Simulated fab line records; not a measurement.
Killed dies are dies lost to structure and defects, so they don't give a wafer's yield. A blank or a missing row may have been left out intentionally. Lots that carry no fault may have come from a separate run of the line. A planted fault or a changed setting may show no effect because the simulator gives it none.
What tool caused it?	flow n5_finfet	Sampling: 19 lots, 57 wafers, 6 of 1938 route steps

WHAT THE GAUGES SHOWED, per wafer
N5_SD_EPI_N_CD_MEAS_09 targets a cd of 120 nm.
lot	measured	on	cd_nm (nm)
L074	day 3 01:29	cd_sem-01	119.6 120.9 120.9
L075	day 3 06:31	cd_sem-02	120.8 119.3 119.6
L076	day 3 13:11	cd_sem-02	119.8 119.6 120.2
L077	day 3 19:58	cd_sem-02	118.9 119.2 120.6
L079	day 4 07:10	cd_sem-03	120.0 119.8 120.7
L080	day 4 14:04	cd_sem-01	120.4 118.7 118.8
L081	day 4 17:09	cd_sem-02	119.5 118.6 119.7
L082	day 5 02:29	cd_sem-01	119.7 120.7 119.8
L083	day 5 08:57	cd_sem-02	118.7 119.9 119.5
L087	day 6 07:08	cd_sem-01	120.2 118.3 119.3
L088	day 6 11:12	cd_sem-01	120.4 121.1 121.2
L089	day 6 16:53	cd_sem-03	119.7 118.7 118.4
L090	day 6 22:56	cd_sem-02	119.6 119.6 120.5
L092	day 7 13:17	cd_sem-02	120.9 119.1 119.7
L093	day 7 19:55	cd_sem-01	119.9 120.3 119.9
L094	day 8 01:31	cd_sem-01	119.8 119.9 120.3
L095	day 8 05:40	cd_sem-02	118.9 120.6 120.3
L096	day 8 17:32	cd_sem-02	120.0 121.0 121.1
L097	day 8 19:14	cd_sem-03	119.9 120.0 119.9

WHICH TOOL RAN EACH LOT (tool, then ch and the chambers of the sampled wafers, then the start)
lot	N5_STI_FIN_REVEAL_DENSIFY_30	N5_DUMMY_GATE_DESCUM_20	N5_DUMMY_GATE_ETCH_36	N5_DUMMY_GATE_ETCH_37	N5_DUMMY_GATE_HM_OPEN_21
L074	rtp_anneal-01 ch 0, day 2 11:11	rie_diel-02 ch 1,3, day 2 23:05	rie_diel-02 ch 1,3, day 2 23:12	rie_diel-02 ch 1,3, day 2 23:14	rie_diel-02 ch 2,3, day 2 23:36
L075	rtp_anneal-02 ch 0, day 2 16:17	rie_diel-06 ch 2,3, day 3 04:22	rie_diel-06 ch 2,3, day 3 04:28	rie_diel-06 ch 2,3, day 3 04:30	rie_diel-02 ch 0,1,2, day 3 04:52
L076	rtp_anneal-02 ch 0, day 2 23:03	rie_diel-04 ch 1,2,3, day 3 11:01	rie_diel-04 ch 1,2,3, day 3 11:08	rie_diel-04 ch 1,2,3, day 3 11:10	rie_diel-04 ch 1,2,3, day 3 11:32
L077	rtp_anneal-01 ch 0, day 3 05:26	rie_diel-02 ch 0,2,3, day 3 17:31	rie_diel-02 ch 0,2,3, day 3 17:37	rie_diel-02 ch 0,2,3, day 3 17:39	rie_diel-06 ch 1,3, day 3 18:20
L079	rtp_anneal-01 ch 0, day 3 16:37	rie_diel-06 ch 0,1,2, day 4 04:39	rie_diel-06 ch 0,1,2, day 4 04:45	rie_diel-06 ch 0,1,2, day 4 04:47	rie_diel-04 ch 0,1,3, day 4 05:13
L080	rtp_anneal-02 ch 0, day 3 21:40	rie_diel-04 ch 0,1,3, day 4 11:50	rie_diel-04 ch 0,1,3, day 4 11:56	rie_diel-04 ch 0,1,3, day 4 11:59	rie_diel-02 ch 0,2,3, day 4 12:20
L081	rtp_anneal-01 ch 0, day 4 02:51	rie_diel-04 ch 0,3, day 4 14:44	rie_diel-04 ch 0,3, day 4 14:51	rie_diel-04 ch 0,3, day 4 14:53	rie_diel-06 ch 1,3, day 4 15:30
L082	rtp_anneal-02 ch 0, day 4 11:53	rie_diel-02 ch 1,3, day 4 23:59	rie_diel-02 ch 1,3, day 5 00:05	rie_diel-02 ch 1,3, day 5 00:07	rie_diel-04 ch 0,1, day 5 00:40
L083	rtp_anneal-02 ch 0, day 4 17:39	rie_diel-04 ch 0,2,3, day 5 06:49	rie_diel-04 ch 0,2,3, day 5 06:56	rie_diel-04 ch 0,2,3, day 5 06:58	rie_diel-06 ch 1,3, day 5 07:20
L087	rtp_anneal-01 ch 0, day 5 16:25	rie_diel-02 ch 0,2, day 6 04:13	rie_diel-02 ch 0,2, day 6 04:20	rie_diel-02 ch 0,2, day 6 04:22	rie_diel-04 ch 0,1,2, day 6 05:20
L088	rtp_anneal-02 ch 0, day 5 20:33	rie_diel-06 ch 1,2, day 6 09:02	rie_diel-06 ch 1,2, day 6 09:08	rie_diel-06 ch 1,2, day 6 09:11	rie_diel-06 ch 2,3, day 6 09:33
L089	rtp_anneal-01 ch 0, day 6 02:44	rie_diel-02 ch 1,2,3, day 6 14:44	rie_diel-02 ch 1,2,3, day 6 14:50	rie_diel-02 ch 1,2,3, day 6 14:53	rie_diel-04 ch 0,1,2, day 6 15:14
L090	rtp_anneal-02 ch 0, day 6 08:43	rie_diel-04 ch 0,2,3, day 6 20:55	rie_diel-04 ch 0,2,3, day 6 21:01	rie_diel-04 ch 0,2,3, day 6 21:03	rie_diel-02 ch 1,3, day 6 21:25
L092	rtp_anneal-02 ch 0, day 6 22:44	rie_diel-06 ch 0,1,3, day 7 10:35	rie_diel-06 ch 0,1,3, day 7 10:41	rie_diel-06 ch 0,1,3, day 7 10:43	rie_diel-06 ch 0,1,3, day 7 11:25
L093	rtp_anneal-02 ch 0, day 7 05:07	rie_diel-04 ch 0,1,2, day 7 17:44	rie_diel-04 ch 0,1,2, day 7 17:51	rie_diel-04 ch 0,1,2, day 7 17:53	rie_diel-06 ch 2,3, day 7 18:15
L094	rtp_anneal-01 ch 0, day 7 10:00	rie_diel-06 ch 0,3, day 7 23:11	rie_diel-06 ch 0,3, day 7 23:18	rie_diel-06 ch 0,3, day 7 23:20	rie_diel-04 ch 0,3, day 7 23:42
L095	rtp_anneal-02 ch 0, day 7 14:56	rie_diel-02 ch 0,2,3, day 8 03:22	rie_diel-02 ch 0,2,3, day 8 03:28	rie_diel-02 ch 0,2,3, day 8 03:31	rie_diel-06 ch 0,1,2, day 8 04:02
L096	rtp_anneal-01 ch 0, day 7 22:03	rie_diel-02 ch 0,2,3, day 8 15:22	rie_diel-02 ch 0,2,3, day 8 15:29	rie_diel-02 ch 0,2,3, day 8 15:31	rie_diel-06 ch 0,1,2, day 8 15:53
L097	rtp_anneal-01 ch 0, day 8 04:55	rie_diel-02 ch 0,2, day 8 17:03	rie_diel-02 ch 0,2, day 8 17:09	rie_diel-02 ch 0,2, day 8 17:11	rie_diel-04 ch 0,1,3, day 8 17:34
- N5_STI_FIN_REVEAL_DENSIFY_30
- N5_DUMMY_GATE_DESCUM_20: chemistry O2, time 6.2 s.
- N5_DUMMY_GATE_ETCH_36: etches SiARC in CF4, target depth 13 nm.
- N5_DUMMY_GATE_ETCH_37: etches SOC in N2/H2, target depth 60 nm, overetch 30 nm.
- N5_DUMMY_GATE_HM_OPEN_21: chemistry CH3F/O2, target SiNx, target depth 120 nm, time 171.4 s.

AS READ BY THE TOOLS THEMSELVES (means over the sampled wafers that have a number; for cases with no such wafer, the mark the record gives instead)
N5_STI_FIN_REVEAL_DENSIFY_30.
lot	tool	lamp_power_pct (%)	lamp_zone_7_pct (%)
L074	rtp_anneal-01	11.54	11.949
L075	rtp_anneal-02	11.52	11.958
L076	rtp_anneal-02	11.55	11.963
L077	rtp_anneal-01	11.49	11.950
L079	rtp_anneal-01	11.54	11.974
L080	rtp_anneal-02	11.53	11.973
L081	rtp_anneal-01	11.55	11.954
L082	rtp_anneal-02	11.54	11.956
L083	rtp_anneal-02	11.53	11.967
L087	rtp_anneal-01	11.55	11.959
L088	rtp_anneal-02	11.51	11.955
L089	rtp_anneal-01	11.54	11.968
L090	rtp_anneal-02	11.54	11.955
L092	rtp_anneal-02	11.53	11.955
L093	rtp_anneal-02	11.45	11.970
L094	rtp_anneal-01	11.43	11.980
L095	rtp_anneal-02	11.54	11.954
L096	rtp_anneal-01	11.53	11.976
L097	rtp_anneal-01	11.51	11.947

N5_DUMMY_GATE_DESCUM_20.
lot	tool	drypump_motor_current_A (A)	oes_product_au (a.u.)	rf_fwd_power_W (W)	rf_vpp_V (V)	showerhead_plenum_p_Torr (Torr)	throttle_valve_pct (%)
L074	rie_diel-02	6.5	0.80	49.64	244.4	2.14	20.25
L075	rie_diel-06	5.2	0.78	49.64	242.3	2.07	20.40
L076	rie_diel-04	5.3	0.85	49.85	242.8	2.06	20.45
L077	rie_diel-02	6.2	0.87	49.63	242.6	2.07	20.40
L079	rie_diel-06	6.1	0.74	49.65	243.4	2.11	20.62
L080	rie_diel-04	5.6	0.91	49.66	242.4	2.08	20.39
L081	rie_diel-04	5.7	0.87	49.69	241.6	2.04	20.41
L082	rie_diel-02	6.7	0.81	49.51	242.9	2.09	20.52
L083	rie_diel-04	5.6	0.83	49.69	241.3	2.03	20.39
L087	rie_diel-02	6.2	0.85	49.75	242.6	2.07	20.27
L088	rie_diel-06	5.9	0.73	49.55	244.3	2.11	20.62
L089	rie_diel-02	6.6	0.80	49.64	242.9	2.08	20.38
L090	rie_diel-04	5.6	0.82	49.62	241.2	2.03	20.41
L092	rie_diel-06	5.8	0.80	49.60	244.5	2.14	20.49
L093	rie_diel-04	5.4	0.84	49.69	242.7	2.06	20.39
L094	rie_diel-06	6.0	0.88	49.58	243.1	2.13	20.35
L095	rie_diel-02	6.2	0.83	49.91	243.2	2.06	20.44
L096	rie_diel-02	6.3	0.83	49.76	243.0	2.06	20.45
L097	rie_diel-02	5.7	0.85	49.77	243.8	2.09	20.25

N5_DUMMY_GATE_ETCH_36.
lot	tool	bias_w (W)	drypump_motor_current_A (A)	oes_product_au (a.u.)	rf_fwd_power_W (W)	rf_vpp_V (V)	showerhead_plenum_p_Torr (Torr)	throttle_valve_pct (%)
L074	rie_diel-02	36.03	6.5	0.82	536.6	184.5	2.18	15.46
L075	rie_diel-06	35.99	5.2	0.78	534.4	183.5	2.13	15.65
L076	rie_diel-04	35.99	5.3	0.85	540.9	184.2	2.10	15.60
L077	rie_diel-02	35.88	6.2	0.88	541.0	183.7	2.12	15.49
L079	rie_diel-06	35.91	6.1	0.75	539.8	184.1	2.16	15.81
L080	rie_diel-04	35.95	5.6	0.93	539.7	183.3	2.13	15.54
L081	rie_diel-04	35.88	5.7	0.88	540.3	182.9	2.10	15.61
L082	rie_diel-02	36.05	6.7	0.82	538.1	184.4	2.14	15.68
L083	rie_diel-04	35.99	5.6	0.83	540.9	183.9	2.08	15.61
L087	rie_diel-02	36.05	6.1	0.85	539.2	183.8	2.11	15.35
L088	rie_diel-06	36.01	5.9	0.74	539.5	184.8	2.16	15.84
L089	rie_diel-02	35.83	6.6	0.81	539.4	183.6	2.13	15.53
L090	rie_diel-04	36.05	5.6	0.82	540.5	183.4	2.08	15.62
L092	rie_diel-06	35.94	5.8	0.80	538.8	184.4	2.18	15.67
L093	rie_diel-04	36.04	5.4	0.85	541.3	182.9	2.11	15.58
L094	rie_diel-06	35.93	6.0	0.87	538.8	183.6	2.17	15.47
L095	rie_diel-02	35.98	6.2	0.82	542.2	183.9	2.11	15.54
L096	rie_diel-02	35.91	6.2	0.82	541.1	184.1	2.11	15.55
L097	rie_diel-02	36.03	5.8	0.85	539.1	184.3	2.13	15.36

N5_DUMMY_GATE_ETCH_37.
lot	tool	bias_w (W)	drypump_motor_current_A (A)	oes_product_au (a.u.)	rf_fwd_power_W (W)	rf_vpp_V (V)	showerhead_plenum_p_Torr (Torr)	throttle_valve_pct (%)
L074	rie_diel-02	150.0	6.5	0.63	828	526.0	2.62	17.80
L075	rie_diel-06	149.8	5.2	0.63	828	522.3	2.53	17.85
L076	rie_diel-04	150.2	5.3	0.67	836	522.3	2.49	17.73
L077	rie_diel-02	150.6	6.2	0.70	832	523.1	2.53	17.83
L079	rie_diel-06	149.9	6.1	0.59	832	524.8	2.57	18.08
L080	rie_diel-04	150.5	5.6	0.73	833	523.7	2.51	17.73
L081	rie_diel-04	149.8	5.7	0.69	833	523.1	2.47	17.76
L082	rie_diel-02	149.9	6.7	0.64	834	522.6	2.55	18.06
L083	rie_diel-04	149.9	5.6	0.67	831	521.0	2.45	17.69
L087	rie_diel-02	149.9	6.1	0.68	833	523.2	2.52	17.64
L088	rie_diel-06	149.5	5.9	0.59	833	524.4	2.58	18.10
L089	rie_diel-02	150.3	6.6	0.64	832	523.8	2.54	17.85
L090	rie_diel-04	149.8	5.6	0.65	832	521.8	2.45	17.70
L092	rie_diel-06	150.0	5.8	0.64	831	525.1	2.60	17.93
L093	rie_diel-04	150.2	5.4	0.67	831	522.7	2.49	17.69
L094	rie_diel-06	150.9	6.0	0.68	829	524.6	2.58	17.76
L095	rie_diel-02	150.2	6.2	0.66	833	522.4	2.51	17.89
L096	rie_diel-02	150.1	6.2	0.66	835	522.7	2.51	17.89
L097	rie_diel-02	150.2	5.8	0.68	834	523.7	2.55	17.69

N5_DUMMY_GATE_HM_OPEN_21.
lot	tool	bias_w (W)	drypump_motor_current_A (A)	oes_o_777_au (a.u.)	oes_product_au (a.u.)	rf_fwd_power_W (W)	rf_vpp_V (V)	showerhead_plenum_p_Torr (Torr)	throttle_valve_pct (%)
L074	rie_diel-02	72.70	6.6	0.85	0.85	394.2	295	1.98	16.41
L075	rie_diel-02	73.19	6.1	0.86	0.86	392.8	300	2.04	16.15
L076	rie_diel-04	73.00	5.3	0.84	0.84	394.7	298	1.98	16.45
L077	rie_diel-06	73.14	5.6	0.74	0.74	393.7	302	2.07	16.63
L079	rie_diel-04	72.97	5.6	0.93	0.93	394.3	300	2.00	16.38
L080	rie_diel-02	73.08	6.2	0.87	0.87	393.5	299	2.00	16.37
L081	rie_diel-06	73.04	5.6	0.74	0.73	392.3	301	2.07	16.65
L082	rie_diel-04	73.26	5.7	0.96	0.98	393.5	303	2.02	16.33
L083	rie_diel-06	72.93	5.7	0.73	0.73	393.5	302	2.07	16.66
L087	rie_diel-04	73.10	5.4	0.86	0.86	394.1	301	1.99	16.40
L088	rie_diel-06	73.33	5.2	0.75	0.76	393.0	300	2.00	16.54
L089	rie_diel-04	72.93	5.4	0.85	0.86	393.9	300	1.99	16.40
L090	rie_diel-02	72.93	6.7	0.82	0.80	394.0	304	2.01	16.55
L092	rie_diel-06	73.14	5.8	0.80	0.80	393.7	301	2.06	16.51
L093	rie_diel-06	72.96	5.4	0.77	0.76	392.7	295	1.96	16.55
L094	rie_diel-04	72.97	5.7	0.83	0.84	393.3	298	1.96	16.48
L095	rie_diel-06	73.12	6.1	0.82	0.80	393.6	295	2.02	16.50
L096	rie_diel-06	72.97	6.1	0.81	0.80	393.1	295	2.02	16.50
L097	rie_diel-04	73.19	5.6	0.86	0.86	394.8	300	1.99	16.45

THE ANSWER, worked out from the rows above alone
Rule: the lots themselves supply what counts as usual. Put in order of their means at a reading, lots are off if they are a third of the lots or fewer, leave a main group of 4 or more, and stand apart from it by a gap of 3 or more times the standard deviation of the main group's means; of several such gaps the widest counts. A main group whose means are all the same, to the digits that the tables above print for the reading, isn't used. A lot without any number at a reading at which 4 lots or more have one is off too. All remaining lots with rows at the step are treated as sound. First the gauges in route order, then the tools' own readings, where a lot's mean is used as printed above. The first step at which some lot is off is used, and at that step the reading that is off furthest; a lot without a number counts as furthest.
None of the lots is off at any reading shown; this tells nothing.

WHAT WAS PUT IN BY THE SIMULATOR
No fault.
